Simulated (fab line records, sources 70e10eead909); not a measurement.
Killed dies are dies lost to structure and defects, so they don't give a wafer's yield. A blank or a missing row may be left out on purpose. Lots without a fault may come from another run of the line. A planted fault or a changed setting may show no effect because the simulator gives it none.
Which tool did it? | flow nand_harc | 14 lots, 41 wafers sampled, at 5 steps of a route of 1302

WHAT THE GAUGES READ, wafer by wafer
NHARC_A_SLIT_CD_MEAS_21.
lot  | measured     | on        | cd_nm (nm)
L697 | day 20 20:39 | cd_sem-03 | 290.3 292.2 290.1
L699 | day 21 00:13 | cd_sem-03 | 290.4 289.3 290.6
L700 | day 21 04:40 | cd_sem-02 | 287.6 289.1 289.5
L701 | day 22 07:57 | cd_sem-02 | 289.3 287.7 288.9
L703 | day 22 23:43 | cd_sem-01 | 287.7 288.8 287.6
L702 | day 23 00:16 | cd_sem-01 | 288.5 291.2 289.0
L704 | day 23 11:00 | cd_sem-03 | 288.3 289.2 289.6
L706 | day 24 07:56 | cd_sem-01 | 288.7 289.1 289.6
L713 | day 26 13:30 | cd_sem-03 | 290.5 289.1 290.0
L711 | day 26 17:12 | cd_sem-03 | 287.4 288.6
L717 | day 28 07:23 | cd_sem-02 | 289.1 289.2 290.0
L716 | day 28 07:27 | cd_sem-03 | 291.0 290.5 291.0
L719 | day 28 16:30 | cd_sem-02 | 288.2 287.3 287.7
L718 | day 28 20:16 | cd_sem-03 | 288.5 290.5 287.4

NHARC_END_SORT_01.
lot  | measured     | on        | killed_at_array | killed_at_other | killed_at_periphery | killed_dies | killed_open | killed_short
L713 | day 30 22:01 | prober-01 | 32 29 23        | 2 5 2           | 2 4 5               | 36 38 30    | 3 7 7       | 3 1 5
L711 | day 31 05:36 | prober-02 | 74 47           | 2 0             | 9 3                 | 85 50       | 4 3         | 3 6

WHICH TOOL RAN EACH LOT (tool, then ch and the chambers of the sampled wafers, then the start)
lot  | NHARC_A_SLIT_DEP_00           | NHARC_A_WL_FILL_ETCHBACK_04       | NHARC_A_WL_FILL_ALD_10
L697 | acl_dep-03 ch 0, day 20 09:39 | rie_metal-02 ch 0,1, day 21 04:20 | ald_hk-03 ch 0,3, day 21 10:44
L699 | acl_dep-02 ch 0, day 20 10:53 | rie_metal-03 ch 0,1, day 21 08:27 | ald_hk-01 ch 0,2, day 21 13:51
L700 | acl_dep-01 ch 0, day 20 17:49 | rie_metal-01 ch 0,1, day 21 14:35 | ald_hk-04 ch 0,2, day 21 20:57
L701 | acl_dep-01 ch 0, day 21 19:44 | rie_metal-01 ch 0,1, day 22 15:57 | ald_hk-04 ch 2,3, day 22 22:07
L703 | acl_dep-03 ch 0, day 22 12:52 | rie_metal-01 ch 0,1, day 23 07:59 | ald_hk-04 ch 0,1,2, day 23 15:29
L702 | acl_dep-01 ch 0, day 22 12:55 | rie_metal-02 ch 0,1, day 23 07:46 | ald_hk-03 ch 1,2,3, day 23 14:26
L704 | acl_dep-01 ch 0, day 23 01:02 | rie_metal-03 ch 0,1, day 23 19:10 | ald_hk-03 ch 2,3, day 24 01:37
L706 | acl_dep-02 ch 0, day 23 21:06 | rie_metal-02 ch 0,1, day 24 15:57 | ald_hk-04 ch 0,1,3, day 24 23:20
L713 | acl_dep-01 ch 0, day 26 02:58 | rie_metal-02 ch 0,1, day 26 21:22 | ald_hk-03 ch 0,1,3, day 27 03:02
L711 | acl_dep-03 ch 0, day 26 03:12 | rie_metal-02 ch 0,1, day 27 02:01 | ald_hk-04 ch 1,2, day 27 08:17
L717 | acl_dep-02 ch 0, day 27 20:27 | rie_metal-01 ch 0, day 28 15:21   | ald_hk-03 ch 0,2,3, day 28 23:25
L716 | acl_dep-03 ch 0, day 27 20:36 | rie_metal-03 ch 0,1, day 28 15:31 | ald_hk-01 ch 1,2,3, day 28 22:23
L719 | acl_dep-03 ch 0, day 28 05:40 | rie_metal-03 ch 0,1, day 29 00:41 | ald_hk-01 ch 0,1,2, day 29 07:05
L718 | acl_dep-01 ch 0, day 28 06:53 | rie_metal-01 ch 0, day 29 05:18   | ald_hk-04 ch 0,3, day 29 11:44
- NHARC_A_SLIT_DEP_00: deposits aC, target thk 6200 nm.
- NHARC_A_WL_FILL_ETCHBACK_04: etches the open film in NF3, target depth 60 nm, time 120 s.
- NHARC_A_WL_FILL_ALD_10: deposits SiO2, target thk 50 nm, pulse time 10 s, ald cycles 500.

WHAT THE TOOLS THEMSELVES READ (means of the sampled wafers that have a number; where no wafer has one, the mark that the record gives instead)
NHARC_A_SLIT_DEP_00.
lot  | tool       | throttle_valve_pct (%)
L697 | acl_dep-03 | 35.001
L699 | acl_dep-02 | 34.998
L700 | acl_dep-01 | 34.999
L701 | acl_dep-01 | 34.999
L703 | acl_dep-03 | 35.007
L702 | acl_dep-01 | 34.997
L704 | acl_dep-01 | 34.990
L706 | acl_dep-02 | 35.010
L713 | acl_dep-01 | 35.001
L711 | acl_dep-03 | 35.001
L717 | acl_dep-02 | 34.999
L716 | acl_dep-03 | 35.001
L719 | acl_dep-03 | 35.005
L718 | acl_dep-01 | 35.001

NHARC_A_WL_FILL_ETCHBACK_04.
lot  | tool         | drypump_motor_current_A (A) | oes_product_au (a.u.)
L697 | rie_metal-02 | 5.9                         | 0.983
L699 | rie_metal-03 | 5.3                         | 1.011
L700 | rie_metal-01 | 5.9                         | 1.004
L701 | rie_metal-01 | 5.7                         | 1.001
L703 | rie_metal-01 | 5.8                         | 1.001
L702 | rie_metal-02 | 5.9                         | 0.997
L704 | rie_metal-03 | 5.3                         | 0.999
L706 | rie_metal-02 | 6.0                         | 0.995
L713 | rie_metal-02 | 5.9                         | 0.945
L711 | rie_metal-02 | 6.0                         | 0.920
L717 | rie_metal-01 | 5.6                         | 0.987
L716 | rie_metal-03 | 5.3                         | 0.986
L719 | rie_metal-03 | 5.8                         | 0.994
L718 | rie_metal-01 | 5.6                         | 0.993

NHARC_A_WL_FILL_ALD_10.
lot  | tool      | heater_power_w (W) | precursor_pulse_height_rel
L697 | ald_hk-03 | 552                | 0.990
L699 | ald_hk-01 | 489                | 1.008
L700 | ald_hk-04 | 478                | 1.006
L701 | ald_hk-04 | 479                | 0.980
L703 | ald_hk-04 | 461                | 0.996
L702 | ald_hk-03 | 521                | 1.010
L704 | ald_hk-03 | 531                | 1.004
L706 | ald_hk-04 | 459                | 0.995
L713 | ald_hk-03 | 540                | 1.021
L711 | ald_hk-04 | 437                | 1.006
L717 | ald_hk-03 | 531                | 0.979
L716 | ald_hk-01 | 500                | 1.017
L719 | ald_hk-01 | 477                | 1.010
L718 | ald_hk-04 | 490                | 1.004

THE ANSWER, worked out from the rows above alone
Rule: what is usual is taken from the lots themselves. Put in order of their means at a reading, lots are off if they are a third of the lots or fewer, leave a main group of 4 or more, and stand apart from it by a gap of 3 or more times the standard deviation of the main group's means; of several such gaps the widest counts. A main group whose means are all the same, to the digits that the tables above print for the reading, isn't used. A lot without any number at a reading at which 4 lots or more have one is off too. The other lots that the step has rows for count as sound. The gauges are gone through in route order, then the tools' own readings, and for those a lot's mean is taken as printed above. The first step at which some lot is off is used, and at that step the reading that is off furthest; a lot without a number counts as furthest.
Off: L713, L711, at NHARC_A_WL_FILL_ETCHBACK_04 (oes_product_au). The main group: mean 0.996 a.u., standard deviation 0.0077.
A tool fits if, at that step or a process step before it, it ran every lot that is off, and no sound lot after the first of them. One fits: rie_metal-02 at NHARC_A_WL_FILL_ETCHBACK_04. Its last sound lot is L706 (day 24 15:57), its first lot that is off L713 (day 26 21:22): a fault that began between those two fits.
The tool's own readings at NHARC_A_WL_FILL_ETCHBACK_04 bear it out: on the lots that are off they differ by more than 5 times the standard deviation of the sound lots' means. oes_product_au reads 0.932 a.u. there against 0.996 a.u. on the sound lots.

WHAT THE SIMULATOR HAD PUT IN
Process parameter drift: rie_metal-02, from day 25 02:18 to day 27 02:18, at NHARC_A_WL_FILL_ETCHBACK_04. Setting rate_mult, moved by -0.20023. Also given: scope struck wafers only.
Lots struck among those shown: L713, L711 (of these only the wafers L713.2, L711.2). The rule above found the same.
